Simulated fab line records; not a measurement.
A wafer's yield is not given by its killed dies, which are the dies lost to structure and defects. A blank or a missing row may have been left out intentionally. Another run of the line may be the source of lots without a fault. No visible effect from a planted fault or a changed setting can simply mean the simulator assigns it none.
fab line records ; flow nand-harc
record lots=6; wafers=18; last-day=33
route steps=1302 shown P_GATE@185 END@1302
lots that met no fault: taken from a fault-free run of the same line
start-h: hours from the record's first day to the start of the lot's first wafer shown ; wait-h: how many hours have passed since the lot's step before this one ; " the same as in the row above ; L1.1+2: several wafers, shown together as one row ; - either no value or no given start ; * or withheld: withheld ; < > ~ a bound
route shown NAME@n: names a module that has steps shown in the file, with the first one's number in the route ; usual: mean/standard deviation of fault-free wafers ; same: alike in all rows ; chamber/n: place in a boat ; sites: the reading at each site ; _std_site: standard deviation of those values ; _edge_site: outer sites' mean less inner sites' ; radius-mm: how far each site lies from the wafer's centre ; mask NAME#n: copy n ; behind: the tool/chamber that last shaped the wafer ; hold: the reason the lot was held/the length of the hold in hours/how it ended ; device: the transistor (n, p or np) that didn't switch ; end of line: tests run on the same wafers once the route is complete ; where a step has no rows: the recipe by itself ; killed: at the first sort, the dies lost to defects and structure; wafer yield is something else ; map: per-die view of a wafer (x killed, . not killed, _ where there is no die)
set.NAME: setting as actually run; set.NAME@STEP: the setting as run at that earlier step ; model.NAME: the simulator's own value behind a step, which no gauge read
lots seen at some steps along the route; tables by step, rows by wafer
services: a tool's chamber out of use, with start hour (start-h, from the record's first day; less than 0 if before it), hours out, and reason
## steps
# step NHARC_P_GATE_CD_MEAS_59
# recipe target-cd-nm=720; landing-energy-ev=500
# usual cd-nm=720.1/1.6
lot.wafer;tool;chamber;start-h;wait-h;cd-nm
L655.1;cd-sem-03;0;134.83;-;722.9
L655.4;cd-sem-03;0;134.83;-;719.4
L655.5;cd-sem-03;0;134.83;-;718.2
L661.1;cd-sem-03;0;187.44;-;718.6
L661.3;cd-sem-03;0;187.44;-;719.7
L661.6;cd-sem-03;0;187.44;-;719.3
L666.2;cd-sem-03;0;237.39;-;720.9
L666.5;cd-sem-03;0;237.39;-;721.8
L666.6;cd-sem-03;0;237.39;-;722.2
L670.1;cd-sem-01;0;281.62;-;720.3
L670.4;cd-sem-01;0;281.62;-;720.2
L670.6;cd-sem-01;0;281.62;-;720.4
L673.1;cd-sem-02;0;312.07;-;719.9
L673.3;cd-sem-02;0;312.07;-;717.1
L673.5;cd-sem-02;0;312.07;-;718.4
L676.1;cd-sem-01;0;338.95;-;720.9
L676.5;cd-sem-01;0;338.95;-;719.9
L676.6;cd-sem-01;0;338.95;-;719.5
# step NHARC_P_GATE_HARDBAKE_60
# recipe temp-c=125; time-s=80
# step NHARC_P_GATE_DESCUM_61
# recipe time-s=3; o2-flow-sccm=200; ar-flow-sccm=0; bias-power-w=0; chemistry=O2
# usual drypump-motor-current-A=5.8/0.44; oes-product-au=0.999/0.0096; rf-vpp-V=58.0/0.92; showerhead-plenum-p-Torr=1.93/0.076; throttle-valve-pct=11.311/0.0093
lot.wafer;tool;chamber;start-h;wait-h;drypump-motor-current-A;oes-product-au;rf-hours-counter-h;rf-vpp-V;showerhead-plenum-p-Torr;throttle-valve-pct
L655.4;rie-diel-04;3;134.99;-;5.9;1.006;7;57.9;1.91;11.323
L655.1;rie-diel-04;2;134.99;-;6.4;0.993;7;59.3;2.00;11.311
L655.5;rie-diel-04;3;134.99;-;5.9;0.997;-;57.6;1.91;11.318
L661.1;rie-diel-04;3;187.61;-;5.9;0.992;0;58.4;1.91;11.311
L661.3;rie-diel-04;1;187.61;-;4.9;1.002;0;59.0;1.83;11.316
L661.6;rie-diel-04;2;187.61;-;6.3;0.992;-;58.3;2.00;11.312
L666.2;rie-diel-10;3;237.58;-;6.0;0.996;10;57.9;2.02;11.297
L666.5;rie-diel-10;2;237.58;-;5.4;1.009;-;58.6;2.02;11.308
L666.6;rie-diel-10;3;237.58;-;6.0;0.995;-;56.5;2.02;11.317
L670.1;rie-diel-10;0;281.78;-;5.4;0.995;0;56.2;1.80;11.307
L670.4;rie-diel-10;2;281.78;-;5.4;1.006;0;57.5;2.02;11.302
L670.6;rie-diel-10;0;281.78;-;5.4;0.988;-;57.9;1.80;11.305
L673.1;rie-diel-05;0;312.23;-;5.5;1.009;4;57.4;1.88;11.295
L673.3;rie-diel-05;3;312.23;-;5.5;1.003;5;57.2;1.90;11.321
L673.5;rie-diel-05;1;312.23;-;6.5;0.997;-;56.5;1.96;11.313
L676.1;rie-diel-05;1;339.13;-;6.6;0.999;7;58.9;1.96;11.303
L676.5;rie-diel-05;0;339.13;-;5.5;1.017;-;57.1;1.88;11.305
L676.6;rie-diel-05;1;339.13;-;6.6;1.006;-;58.4;1.96;11.329
# step NHARC_P_GATE_IMPLANT_62
# recipe energy-kev=20; dose-cm2=3e+15; tilt-deg=7
# step NHARC_P_GATE_STRIP_112
# recipe power-w=1500; temp-c=110; time-s=200; chemistry=N2/H2
# usual drypump-motor-current-A=5.81/0.26; heater-power-w=89/7.7; temp-c=109.98/0.14
lot.wafer;tool;chamber;start-h;wait-h;drypump-motor-current-A;heater-power-w;rf-hours-counter-h;temp-c
L655.1;plasma-asher-02;0;135.40;0.2;6.30;87;10;110.10
L655.4;plasma-asher-02;1;135.40;0.2;5.81;93;-;110.00
L655.5;plasma-asher-02;0;135.40;0.2;6.33;90;-;109.78
L661.1;plasma-asher-02;1;187.96;0.2;5.83;94;22;109.78
L661.3;plasma-asher-02;1;187.96;0.2;5.81;92;-;109.97
L661.6;plasma-asher-02;1;187.96;0.2;5.83;91;-;110.08
L666.2;plasma-asher-01;1;237.99;0.2;5.75;96;13;109.91
L666.6;plasma-asher-01;0;237.99;0.2;5.54;78;-;110.13
L666.5;plasma-asher-01;1;237.99;0.2;5.75;96;-;109.86
L670.1;plasma-asher-02;0;282.15;0.2;6.31;89;5;110.17
L670.4;plasma-asher-02;0;282.15;0.2;6.28;92;-;110.12
L670.6;plasma-asher-02;1;282.15;0.2;5.83;96;-;110.03
L673.1;plasma-asher-01;1;312.66;0.2;5.75;98;30;109.82
L673.3;plasma-asher-01;1;312.66;0.2;5.76;92;-;109.78
L673.5;plasma-asher-01;0;312.66;0.2;5.53;77;-;109.97
L676.1;plasma-asher-01;0;339.52;0.2;5.53;79;35;110.30
L676.6;plasma-asher-01;1;339.52;0.2;5.77;98;-;110.13
L676.5;plasma-asher-01;0;339.52;0.2;5.53;79;-;110.11
# step NHARC_P_GATE_STRIP_76
# recipe power-w=1500; temp-c=250; chemistry=O2
# usual drypump-motor-current-A=5.81/0.27; heater-power-w=334/29; temp-c=250.00/0.17
lot.wafer;tool;chamber;start-h;wait-h;drypump-motor-current-A;heater-power-w;rf-hours-counter-h;temp-c
L655.1;plasma-asher-02;0;135.62;0.2;6.31;320;10;250.04
L655.4;plasma-asher-02;1;135.62;0.2;5.83;352;-;249.92
L655.5;plasma-asher-02;0;135.62;0.2;6.32;326;-;250.03
L661.1;plasma-asher-02;1;188.23;0.2;5.82;341;23;249.90
L661.3;plasma-asher-02;1;188.23;0.2;5.83;352;-;249.54
L661.6;plasma-asher-02;1;188.23;0.2;5.82;340;-;249.94
L666.2;plasma-asher-01;1;238.22;0.2;5.75;360;14;250.06
L666.6;plasma-asher-01;0;238.22;0.2;5.58;294;-;250.07
L666.5;plasma-asher-01;1;238.22;0.2;5.77;364;-;250.02
L670.1;plasma-asher-02;0;282.41;0.2;6.29;345;5;249.92
L670.4;plasma-asher-02;0;282.41;0.2;6.30;336;-;249.76
L670.6;plasma-asher-02;1;282.41;0.2;5.82;360;-;249.91
L673.1;plasma-asher-01;1;312.89;0.2;5.76;370;30;249.92
L673.3;plasma-asher-01;1;312.89;0.2;5.74;364;-;250.10
L673.5;plasma-asher-01;0;312.89;0.2;5.57;293;-;250.09
L676.1;plasma-asher-01;0;339.75;0.2;5.56;297;35;249.77
L676.6;plasma-asher-01;1;339.75;0.2;5.74;361;-;250.23
L676.5;plasma-asher-01;0;339.75;0.2;5.54;291;-;249.92
# step NHARC_P_GATE_STRIP_63
# recipe time-s=900; temp-c=130; chemistry=SPM
# step NHARC_P_GATE_DEHYDRATE_83
# recipe temp-c=150; time-s=120
# step NHARC_P_GATE_HMDS_84
# recipe time-s=30
# step NHARC_P_GATE_COAT_85
# recipe spin-rpm=3000
# step NHARC_P_GATE_SOFTBAKE_86
# recipe temp-c=122; time-s=95
# step NHARC_P_GATE_EBR_87
# step NHARC_P_GATE_EXPOSE_88
# recipe na=0.6; target-cd-nm=2000; dose-mj=11.87; mask-id=P_HVN
# usual exposure-dose-mJ-cm2=11.871/0.012; stage-vel-mm-s=500.05/0.23
lot.wafer;tool;chamber;start-h;wait-h;mask;exposure-dose-mJ-cm2;stage-vel-mm-s
L655.1;krf-scanner-03;0;136.26;-;P_HVN#0;11.868;500.02
L655.4;krf-scanner-03;0;136.26;-;P_HVN#0;11.876;499.81
L655.5;krf-scanner-03;0;136.26;-;P_HVN#0;11.860;500.05
L661.1;krf-scanner-02;0;188.86;-;P_HVN#0;11.873;500.30
L661.3;krf-scanner-02;0;188.86;-;P_HVN#0;11.878;500.03
L661.6;krf-scanner-02;0;188.86;-;P_HVN#0;11.882;500.08
L666.2;krf-scanner-02;0;238.98;-;P_HVN#0;11.192;499.75
L666.5;krf-scanner-02;0;238.98;-;P_HVN#0;11.187;499.72
L666.6;krf-scanner-02;0;238.98;-;P_HVN#0;11.186;499.61
L670.1;krf-scanner-02;0;283.18;-;P_HVN#0;11.168;500.07
L670.4;krf-scanner-02;0;283.18;-;P_HVN#0;11.187;500.02
L670.6;krf-scanner-02;0;283.18;-;P_HVN#0;11.187;500.44
L673.1;krf-scanner-04;0;313.65;-;P_HVN#0;11.853;500.30
L673.3;krf-scanner-04;0;313.65;-;P_HVN#0;11.857;500.08
L673.5;krf-scanner-04;0;313.65;-;P_HVN#0;11.869;500.03
L676.1;krf-scanner-04;0;340.50;-;P_HVN#0;11.877;499.67
L676.5;krf-scanner-04;0;340.50;-;P_HVN#0;11.882;499.98
L676.6;krf-scanner-04;0;340.50;-;P_HVN#0;11.876;499.95
# step NHARC_P_GATE_PEB_89
# recipe peb-temp-c=118; peb-time-s=85
# step NHARC_P_GATE_DEVELOP_90
# recipe time-s=70
# step NHARC_P_GATE_CD_MEAS_91
# recipe target-cd-nm=2000; landing-energy-ev=500
# usual cd-nm=1999.1/1.8
lot.wafer;tool;chamber;start-h;wait-h;hold;cd-nm
L655.1;cd-sem-02;0;136.41;-;-;1998.0
L655.4;cd-sem-02;0;136.41;-;-;1999.3
L655.5;cd-sem-02;0;136.41;-;-;1998.6
L661.1;cd-sem-03;0;189.02;-;-;1999.2
L661.3;cd-sem-03;0;189.02;-;-;1998.4
L661.6;cd-sem-03;0;189.02;-;-;2000.6
L666.2;cd-sem-03;0;239.13;-;await-dispo/0.2h/release;1986.9
L666.5;cd-sem-03;0;239.13;-;await-dispo/0.2h/release;1987.4
L666.6;cd-sem-03;0;239.13;-;await-dispo/0.2h/release;1989.6
L666.2;cd-sem-03;0;-;-;-;1986.9
L666.5;cd-sem-03;0;-;-;-;1987.5
L666.6;cd-sem-03;0;-;-;-;1989.6
L670.1;cd-sem-01;0;283.33;-;await-dispo/0.2h/release;1987.7
L670.4;cd-sem-01;0;283.33;-;await-dispo/0.2h/release;1987.4
L670.6;cd-sem-01;0;283.33;-;await-dispo/0.2h/release;1986.6
L670.1;cd-sem-01;0;-;-;-;1987.5
L670.4;cd-sem-01;0;-;-;-;1987.1
L670.6;cd-sem-01;0;-;-;-;1986.3
L673.1;cd-sem-01;0;313.80;-;-;1999.9
L673.3;cd-sem-01;0;313.80;-;-;2000.1
L673.5;cd-sem-01;0;313.80;-;-;2002.3
L676.1;cd-sem-03;0;340.65;-;-;1998.3
L676.5;cd-sem-03;0;340.65;-;-;2000.8
L676.6;cd-sem-03;0;340.65;-;-;2000.8
# step NHARC_P_GATE_DESCUM_93
# recipe time-s=3; o2-flow-sccm=200; ar-flow-sccm=0; bias-power-w=0; chemistry=O2
# usual drypump-motor-current-A=5.7/0.44; oes-product-au=0.998/0.0094; rf-vpp-V=57.8/0.88; showerhead-plenum-p-Torr=1.93/0.078; throttle-valve-pct=11.311/0.0093
lot.wafer;tool;chamber;start-h;wait-h;drypump-motor-current-A;oes-product-au;rf-hours-counter-h;rf-vpp-V;showerhead-plenum-p-Torr;throttle-valve-pct;model.P_GATE.cd-nm
L655.1;rie-diel-04;1;136.60;-;4.9;1.007;8;58.0;1.83;11.327;1998
L655.4;rie-diel-04;2;136.60;-;6.3;0.989;7;58.2;2.00;11.320;1999
L655.5;rie-diel-04;0;136.60;-;5.9;1.002;-;57.4;1.89;11.309;1999
L661.1;rie-diel-04;3;189.19;-;5.9;1.002;0;57.3;1.91;11.337;1999
L661.3;rie-diel-04;1;189.19;-;4.9;1.011;0;58.6;1.83;11.317;1998
L661.6;rie-diel-04;2;189.19;-;6.3;1.004;-;56.5;2.00;11.321;2000
L666.2;rie-diel-10;2;251.50;-;5.4;1.005;10;57.9;2.02;11.316;1986
L666.5;rie-diel-10;3;251.50;-;6.0;1.003;-;58.9;2.02;11.313;1987
L666.6;rie-diel-10;1;251.50;-;5.3;0.986;-;58.4;1.88;11.313;1989
L670.4;rie-diel-05;2;289.07;-;6.1;0.987;3;58.2;2.05;11.311;1987
L670.1;rie-diel-05;3;289.07;-;5.5;1.009;2;57.4;1.90;11.307;1987
L670.6;rie-diel-05;3;289.07;-;5.6;1.011;-;56.5;1.90;11.324;1986
L673.3;rie-diel-10;0;313.98;-;5.4;0.979;2;57.1;1.79;11.311;2001
L673.1;rie-diel-10;1;313.98;-;5.3;1.000;2;57.7;1.87;11.328;2000
L673.5;rie-diel-10;3;313.98;-;6.0;0.996;-;58.3;2.02;11.313;2002
L676.1;rie-diel-10;1;340.81;-;5.3;0.998;2;57.6;1.87;11.323;1998
L676.6;rie-diel-10;1;340.81;-;5.3;1.000;-;59.1;1.87;11.313;2000
L676.5;rie-diel-10;2;340.81;-;5.4;1.012;-;57.8;2.01;11.316;2001
# step NHARC_P_GATE_IMPLANT_94
# recipe energy-kev=60; dose-cm2=2e+15; tilt-deg=7
# step NHARC_END_SORT_01
# recipe temp-c=25
# usual killed-at-array=55/23; killed-at-other=1.0/1.2; killed-at-periphery=3.2/2.7; killed-dies=59/23; killed-open=3.1/1.6; killed-short=2.2/1.5
# same gross-dies=677
lot.wafer;tool;chamber;start-h;wait-h;killed-at-array;killed-at-other;killed-at-periphery;killed-dies;killed-open;killed-short
L666.5;prober-01;0;684.35;3.7;51;0;3;54;5;4
L666.6;prober-01;0;685.16;4.0;52;0;2;54;4;1
# killed by level:class
L666.5 A_SLIT:chamber-film-flake=23 A_CHANNEL_HOLE_D1:chamber-film-flake=8 A_CONTACT:chamber-film-flake=6 A_STAIRCASE:chamber-film-flake=6 P_GATE:geometric-particle:short=1 P_CONTACT:geometric-particle:short=1 A_ONON_D1:geometric-particle:open=1 A_CHANNEL_FILL_D2:geometric-particle:short=1
L666.6 A_SLIT:chamber-film-flake=37 A_CONTACT:chamber-film-flake=5 A_STAIRCASE:chamber-film-flake=4 A_CHANNEL_HOLE_D1:chamber-film-flake=2 P_STI:geometric-particle:short=1 P_M0:geometric-particle:open=1 A_ONON_D2:geometric-particle:open=1 A_SGD_CUT:geometric-particle:open=1
## services
tool;chamber;start-h;hours;kind
krf-scanner-04;-;121.51;2.1;repair
plasma-asher-02;-;128.12;2.7;repair
rie-diel-04;1;139.22;2.7;repair
rie-diel-04;1;147.59;6.8;repair
krf-scanner-04;-;149.23;8.2;repair
plasma-asher-01;-;165.01;9.0;pm
rie-diel-10;-;169.27;0.2;repair
rie-diel-04;-;177.95;9.0;pm
rie-diel-10;-;179.15;0.3;repair
krf-scanner-04;-;179.29;1.4;repair
krf-scanner-04;-;182.00;4.0;pm
krf-scanner-04;-;196.10;0.2;repair
krf-scanner-04;-;200.71;1.2;repair
rie-diel-04;1;203.98;4.9;repair
rie-diel-05;-;229.60;9.0;pm
rie-diel-10;0;236.19;6.3;repair
rie-diel-10;-;242.50;9.0;pm
plasma-asher-02;-;249.00;9.0;pm
rie-diel-10;2;258.04;8.0;repair
krf-scanner-02;-;266.00;4.0;pm
rie-diel-04;3;288.71;6.8;repair
rie-diel-05;2;309.38;6.5;repair
rie-diel-10;1;327.78;4.2;repair
krf-scanner-04;-;333.59;4.0;repair
## key
first-sign step=NHARC_P_GATE_EXPOSE_88; reading=exposure-dose-mJ-cm2; direction=down; sigmas=59; usual=11.871; struck=11.184
effect step=NHARC_P_GATE_CD_MEAS_91; reading=visit; direction=added
effect step=NHARC_P_GATE_CD_MEAS_91; reading=cd-nm; direction=down; sigmas=6.5; usual=1999.1; struck=1987.6
model-effect step=NHARC_P_GATE_DESCUM_93; value=P_GATE.cd-nm; without=1997; struck=1987
met-at NHARC_P_GATE_EXPOSE_88
struck-wafers L666.2,L666.5,L666.6,L670.1,L670.4,L670.6
tester-left-out L666,L670
onset-between 188.86 238.98
fault kind=process-parameter-drift; tool=krf-scanner-02; chamber=-; onset-h=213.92; steps=NHARC_P_GATE_EXPOSE_88; channel=dose-mj; offset=-0.69295; shape=step; acts-in=these-recipes-only; stated=11.87
# tester-left-out: of these lots the tester's yield and bins aren't shown, on N5 and GAA mostly nor the transistor test; their killed dies are dies lost to structure and defects alone, not to doping, threshold or leakage, so they don't give the yield
